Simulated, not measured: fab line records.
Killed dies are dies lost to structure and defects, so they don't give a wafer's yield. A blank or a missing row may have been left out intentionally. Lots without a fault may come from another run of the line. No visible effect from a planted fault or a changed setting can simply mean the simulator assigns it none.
Which tool is to blame? ; flow nand harc ; Sampling: 14 lots, 42 wafers, 5 of 1159 route steps

## WHAT THE GAUGES SHOWED, per wafer
NHARC_END_SORT_01. Usual: killed at array 27, standard deviation 12; killed at other 0.5, standard deviation 0.9; killed at periphery 3.7, standard deviation 2.7; killed dies 31, standard deviation 12; killed open 3.3, standard deviation 2; killed short 2.0, standard deviation 1.4.
lot;measured;on;killed at array;killed at other;killed at periphery;killed dies;killed open;killed short;flag
L443;day 20 17:57;prober-01;27 19 22;0 0 0;11 7 6;38 26 28;2 3 4;4 1 2;
L445;day 21 00:09;prober-02;17 13 15;0 1 0;3 4 4;20 18 19;3 2 4;4 2 3;
L444;day 21 07:53;prober-01;31 32 22;1 0 0;4 3 3;36 35 25;11 11 2;2 0 2;
L446;day 21 08:04;prober-02;10 11 10;0 0 0;2 4 2;12 15 12;0 4 3;0 1 1;
L448;day 21 15:52;prober-02;28 23 17;0 3 0;4 6 2;32 32 19;3 3 0;0 0 2;
L453;day 24 01:34;prober-01;41 41 51;0 1 0;4 7 7;45 49 58;6 3 5;3 4 3;
L454;day 24 12:33;prober-02;26 26 32;2 0 0;2 4 3;30 30 35;2 3 5;1 2 2;
L457;day 24 11:00;prober-01;30 31 33;0 0 0;2 2 2;32 33 35;4 3 3;2 1 1;
L460;day 24 19:31;prober-02;45 43 53;1 0 1;1 3 2;47 46 56;2 2 4;0 2 3;
L458;day 25 03:20;prober-01;50 36 52;0 0 0;1 0 2;51 36 54;3 1 8;1 2 4;
L461;day 25 03:19;prober-02;31 35 21;0 0 0;4 10 3;35 45 24;4 1 1;2 4 0;
L464;day 25 10:19;prober-01;20 17 20;0 0 0;2 4 3;22 21 23;2 1 2;2 1 2;
L463;day 25 10:19;prober-02;12 13 20;1 1 2;5 1 3;18 15 25;3 2 5;5 3 3;
L465;day 26 01:59;prober-02;18 9 6;1 0 0;2 1 1;21 10 7;4 0 1;3 3 1;

## EACH LOT AND THE TOOL THAT RAN IT (in order: tool; ch and the chambers of the sampled wafers; start)
lot;NHARC_A_WL_FILL_CVD_20;NHARC_A_WL_FILL_CMP_12;NHARC_A_CONTACT_DEP_29;NHARC_A_CONTACT_SOFTBAKE_37
L443;cvd w-02 ch 0,1, day 16 18:46 or earlier;cmp-03 ch 2,3, day 16 18:46;pecvd-01 ch 1,2, day 17 00:42;litho track-06 ch 0, day 17 00:00
L445;cvd w-01 ch 0,1, day 17 04:19 or earlier;cmp-02 ch 0,1, day 17 04:19;pecvd-02 ch 0,2, day 17 08:47;litho track-06 ch 0, day 17 09:00
L444;cvd w-02 ch 0, day 17 03:58 or earlier;cmp-03 ch 1,2,3, day 17 03:58;pecvd-04 ch 0,1, day 17 08:05;litho track-06 ch 0, day 17 08:00
L446;cvd w-02 ch 0, day 18 05:48 or earlier;cmp-01 ch 1,2,3, day 18 05:48;pecvd-02 ch 1,2, day 18 10:59;litho track-04 ch 0, day 18 11:00
L448;cvd w-01 ch 0,1, day 18 09:30 or earlier;cmp-01 ch 1,2,3, day 18 09:30;pecvd-02 ch 0,2, day 18 17:24;litho track-06 ch 0, day 18 17:00
L453;cvd w-02 ch 0,1, day 20 05:52 or earlier;cmp-01 ch 0,1,3, day 20 05:52;pecvd-02 ch 1,2, day 20 09:11;litho track-04 ch 0, day 20 09:00
L454;cvd w-02 ch 0,1, day 20 10:08 or earlier;cmp-01 ch 1,2, day 20 10:08;pecvd-01 ch 0,1, day 20 14:39;litho track-04 ch 0, day 20 14:00
L457;cvd w-01 ch 0,1, day 20 11:41 or earlier;cmp-01 ch 0,3, day 20 11:41;pecvd-02 ch 0,2, day 20 15:08;litho track-04 ch 0, day 20 15:00
L460;cvd w-01 ch 0,1, day 20 16:25 or earlier;cmp-03 ch 0,1,3, day 20 16:25;pecvd-01 ch 0,1, day 20 19:52;litho track-01 ch 0, day 20 20:00
L458;cvd w-02 ch 0,1, day 21 05:29 or earlier;cmp-02 ch 0,2,3, day 21 05:29;pecvd-04 ch 1,2, day 21 14:17;litho track-01 ch 0, day 21 14:00
L461;cvd w-02 ch 0,1, day 21 16:28 or earlier;cmp-01 ch 0,2, day 21 16:28;pecvd-02 ch 1,2, day 21 19:49;litho track-01 ch 0, day 21 20:00
L464;cvd w-02 ch 0,1, day 21 21:25 or earlier;cmp-01 ch 0,1, day 21 21:25;pecvd-04 ch 0,1, day 22 03:31;litho track-01 ch 0, day 22 03:00
L463;cvd w-01 ch 0,1, day 21 23:33 or earlier;cmp-02 ch 0,1,2, day 21 23:33;pecvd-02 ch 0,1,2, day 22 05:40;litho track-01 ch 0, day 22 05:00
L465;cvd w-01 ch 0,1, day 22 14:21 or earlier;cmp-01 ch 0,1,3, day 22 14:21;pecvd-01 ch 0,2, day 22 18:10;litho track-01 ch 0, day 22 18:00
- NHARC_A_WL_FILL_CVD_20: deposits W, target thk 75 nm, time 5064 s.
- NHARC_A_WL_FILL_CMP_12: polishes, t overpolish 30 s, target thk 75 nm.
- NHARC_A_CONTACT_DEP_29: deposits SiON, target thk 70 nm.
- NHARC_A_CONTACT_SOFTBAKE_37: time 55 s.

## WHAT THE TOOLS THEMSELVES READ (means of the sampled wafers that have a number; where no wafer has one, the mark that the record gives instead)
NHARC_A_WL_FILL_CVD_20. Usual: heater power w 443 W, standard deviation 63; throttle valve pct 7.85 %, standard deviation 0.21.
lot;tool;heater power w (W);throttle valve pct (%);flag
L443;cvd w-02;474;7.67;
L445;cvd w-01;389;8.15;
L444;cvd w-02;490;7.55;
L446;cvd w-02;517;7.72;
L448;cvd w-01;386;8.08;
L453;cvd w-02;448;7.67;
L454;cvd w-02;453;7.69;
L457;cvd w-01;421;7.97;
L460;cvd w-01;383;8.15;
L458;cvd w-02;448;7.84;
L461;cvd w-02;485;7.82;
L464;cvd w-02;482;7.86;
L463;cvd w-01;435;7.91;
L465;cvd w-01;437;7.81;

NHARC_A_WL_FILL_CMP_12. Usual: motor current A 11.9 A, standard deviation 1.3; overpolish run s 30.000 s, standard deviation 0.01; time to endpoint s 16 s, standard deviation 3.1.
lot;tool;motor current A (A);overpolish run s (s);time to endpoint s (s);flag
L443;cmp-03;11.7;29.997;22;
L445;cmp-02;13.5;29.995;11;
L444;cmp-03;11.1;29.993;18;
L446;cmp-01;12.5;29.993;17;
L448;cmp-01;12.5;29.999;16;
L453;cmp-01;12.2;29.998;15;
L454;cmp-01;12.3;29.995;17;
L457;cmp-01;11.9;30.004;13;
L460;cmp-03;10.6;30.007;16;
L458;cmp-02;11.8;30.005;14;
L461;cmp-01;13.1;30.010;15;
L464;cmp-01;12.0;30.002;14;
L463;cmp-02;12.9;30.000;18;
L465;cmp-01;12.4;29.992;17;

NHARC_A_CONTACT_DEP_29. Usual: heater power w at 758 W, with a standard deviation of 100.
lot;tool;heater power w (W);flag
L443;pecvd-01;835;
L445;pecvd-02;759;
L444;pecvd-04;676;
L446;pecvd-02;794;
L448;pecvd-02;784;
L453;pecvd-02;699;
L454;pecvd-01;830;
L457;pecvd-02;767;
L460;pecvd-01;759;
L458;pecvd-04;744;
L461;pecvd-02;651;
L464;pecvd-04;662;
L463;pecvd-02;737;
L465;pecvd-01;866;

NHARC_A_CONTACT_SOFTBAKE_37. Usual: heater power total W 188.43 W, standard deviation 0.12; plate temp C 104.98 C, standard deviation 0.11.
lot;tool;heater power total W (W);plate temp C (C);flag
L443;litho track-06;188.46;105.05;
L445;litho track-06;188.36;105.04;
L444;litho track-06;188.47;104.89;
L446;litho track-04;188.36;105.05;
L448;litho track-06;188.50;104.93;
L453;litho track-04;194.50;107.67;OFF
L454;litho track-04;194.52;107.48;OFF
L457;litho track-04;194.55;107.53;OFF
L460;litho track-01;188.42;105.00;
L458;litho track-01;188.45;104.94;
L461;litho track-01;188.45;105.02;
L464;litho track-01;188.37;104.97;
L463;litho track-01;188.44;104.88;
L465;litho track-01;188.56;104.90;

## THE ANSWER, worked out from the rows above alone
Rule: a lot counts as off when the mean over its wafers that have a number is more than 3 standard deviations away from the usual mean. A lot without any number at a reading at which 4 lots or more have one is off too. The other lots that the step has rows for count as sound. After the gauges, taken in route order, come the tools' own readings; for these a lot's mean is taken, as printed above. The first step at which some lot is off is used, and at that step the reading that is off furthest; a lot without a number counts as furthest.
Off at NHARC_A_CONTACT_SOFTBAKE_37 (heater power total W): L453, L454, L457.
If a tool, at that step or one of the process steps before it, ran each lot that is off and ran no sound lot following the first of them, it fits. NHARC_A_WL_FILL_CVD_20 gives no start for some lots, so the hours and the order of its lots are those of NHARC_A_WL_FILL_CMP_12. One fits: litho track-04 at NHARC_A_CONTACT_SOFTBAKE_37. Its last sound lot is L446 (day 18 11:00), its first lot that is off L453 (day 20 09:00): a fault that began between those two fits.
The tool's own readings at NHARC_A_CONTACT_SOFTBAKE_37 bear it out: on the lots that are off they differ by more than 5 times the standard deviation of the sound lots' means. heater power total W reads 194.52 W there against 188.44 W on the sound lots; plate temp C reads 107.56 C there against 104.97 C on the sound lots.

## WHAT THE SIMULATOR PUT IN
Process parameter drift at NHARC_A_CONTACT_SOFTBAKE_37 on litho track-04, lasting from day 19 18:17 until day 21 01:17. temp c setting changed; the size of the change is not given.
Shown lots that were struck: L453, L457, L454. The rule above found the same.
